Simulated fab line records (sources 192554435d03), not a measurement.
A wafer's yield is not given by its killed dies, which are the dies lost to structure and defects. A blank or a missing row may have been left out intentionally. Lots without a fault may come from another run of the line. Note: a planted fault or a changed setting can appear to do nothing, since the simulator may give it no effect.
Struck lot and sound lot, side by side	flow n5 finfet	16 out of 1938 route steps
Sound: these wafers, L229.2, L229.5, L229.6. Struck: wafer L238.1; the same lot's L238.5 was not struck, so it is left out; see the end for the cause.
At each step with rows: each side's tool, then ch and its chambers, then its first start. Under that, the readings that differ: sound wafers	struck wafers	difference of the means	sigmas: that difference in standard deviations of wafers without a fault.
alike: readings with means less than 2 such deviations apart, plus words and numbers identical on both sides. not compared: withheld readings, readings lacking a value on some wafer, bounds such as >300 that could conceal the same value, and numbers that have no deviation in the record and whose values overlap.
A row with sigmas, a row that says differs or no value, or rows on one side alone: a step with any of these is where the two part. Numbers that don't overlap but have no deviation are shown without sigmas and don't part them. A reading that every wafer of one side lacks parts them only if that side has two wafers or more.

first, 1 step without rows for these wafers: N5_MOL_CONTACT_COAG_DEVELOP_83 (develop time 30 s).
N5_MOL_CONTACT_COAG_CD_MEAS_84 targets a cd of 25.1 nm.
  sound on cd sem-01 ch 0, day 7 05:11; struck on cd sem-02 ch 0, day 9 06:20
  alike: cd nm
N5_MOL_CONTACT_COAG_OVL_MEAS_85:
  sound on overlay-02 ch 0, day 7 05:13; struck on overlay-02 ch 0, day 9 06:22
  alike: VG_OVL
N5_MOL_CONTACT_COAG_INSPECT_57: inspects for defects (brightfield).
  struck on defect inspect-02, day 9 06:25; sound on defect inspect-02, day 7 05:16
  alike: raw defect count
N5_MOL_CONTACT_COAG_DESCUM_88: chemistry O2, time 7 s.
  sound on rie diel-06 ch 2,3, day 7 05:41; struck on rie diel-01 ch 3, day 9 06:29
reading	sound	struck	difference	sigmas
oes product au (a.u.)	0.86 0.85 0.91	0.68	-0.19	-2
  alike: drypump motor current A, rf vpp V, showerhead plenum p Torr, throttle valve pct
  not compared: rf hours counter h
N5_MOL_CONTACT_COAG_ETCH_89: etches underlayer in N2/H2, target depth 13 nm, time 10.4 s.
  sound on rie diel-06 ch 2,3, day 7 05:43; struck on rie diel-01 ch 3, day 9 06:31
reading	sound	struck	difference	sigmas
oes product au (a.u.)	0.77 0.77 0.74	0.60	-0.16	-2
throttle valve pct (%)	17.66 17.67 17.81	18.32	+0.61	+3
  alike: drypump motor current A, etch rf on time s, n2 flow sccm, rf vpp V, showerhead plenum p Torr
  not compared: rf hours counter h
N5_MOL_CONTACT_COAG_ETCH_90: etches SiARC in CF4, target depth 13 nm, time 21.7 s.
  sound on rie diel-06 ch 2,3, day 7 05:44; struck on rie diel-01 ch 3, day 9 06:32
reading	sound	struck	difference	sigmas
oes product au (a.u.)	0.76 0.76 0.74	0.59	-0.16	-2
  alike: drypump motor current A, etch rf on time s, rf vpp V, showerhead plenum p Torr, throttle valve pct
  not compared: rf hours counter h
N5_MOL_CONTACT_COAG_ALD_131: deposits SiO2, target thk 5 nm, pulse time 1 s, co reactant pulse time 1 s.
  sound on ald sin-01 ch 0,1, day 7 05:49; struck on ald sin-01 ch 0, day 9 06:37
  alike: heater power w, precursor pulse height rel
then, 1 step without rows for these wafers: N5_MOL_CONTACT_COAG_ETCHBACK_132 (etches SiO2 in CHF3, target depth 10 nm, time 6.7 s).
N5_MOL_CONTACT_COAG_ETCH_91: etches SOC in N2/H2, target depth 60 nm, overetch 21 nm, time 101.2 s.
  sound on rie diel-06 ch 0,2,3, day 7 06:05; struck on rie diel-01 ch 0, day 9 06:50
  alike: drypump motor current A, n2 flow sccm, oes product au, rf vpp V, showerhead plenum p Torr, throttle valve pct
  not compared: rf hours counter h
then, 2 steps without rows for these wafers: N5_MOL_CONTACT_COAG_STRIP_92 (strips in N2/H2); N5_MOL_CONTACT_COAG_STRIP_93 (strips in N2/H2).
N5_MOL_CONTACT_COAG_ETCHBACK_135: etches SiO2 in CHF3, target depth 25 nm, time 16.7 s.
  sound on rie diel-06 ch 0,2,3, day 7 06:11; struck on rie diel-01 ch 0, day 9 06:56
reading	sound	struck	difference	sigmas
run length s (s)	39.6 40.0 40.4	41.6	+1.6	+4
  alike: drypump motor current A, oes product au, rf vpp V, showerhead plenum p Torr, throttle valve pct
  not compared: rf hours counter h
then, 1 step without rows for these wafers: N5_MOL_CONTACT_COAG_STRIP_118 (strips in CHF3).
-- a jump in the record: the struck wafers' starts before and after are 4 days apart (it breaks off in module MOL_CONTACT_COAG and resumes in module BEOL_M4, where the first step shown is number 1111 of the route) --
N5_BEOL_M4_RC_MEAS_101:
  sound on prober-02 ch 0, day 10 14:57; struck on prober-01 ch 0, day 12 20:42
  alike: DIBL_N, DIBL_P, IOFF_N, IOFF_P, ION_N, ION_P, SS_N, SS_P, VT_N, VT_P
-- here the record skips 4 days between the struck wafers' starts before and after, leaving off in module BEOL_M4 and picking up in module PASSIVATION (first step shown: number 1936 of the route) --
N5_PASSIVATION_PROBE_49:
  struck on prober-01, day 17 02:52; sound on prober-02, day 15 03:14
reading	sound	struck	difference	sigmas
killed at front end	60	37	-23	-2
  alike: defect limited yield, killed_at_M0_to_M3, killed_at_M4_up, killed at contacts, killed at other, killed dies, killed open, killed short, sort_bin_4_leakage, sort_bin_5_function, sort_bin_6_memory, sort_bin_8_speed, sort n pass, sort yield pct

WHERE THEY PART
At N5_MOL_CONTACT_COAG_DESCUM_88 first; at N5_PASSIVATION_PROBE_49 last (within this record only).

WHY: what the simulator had put in
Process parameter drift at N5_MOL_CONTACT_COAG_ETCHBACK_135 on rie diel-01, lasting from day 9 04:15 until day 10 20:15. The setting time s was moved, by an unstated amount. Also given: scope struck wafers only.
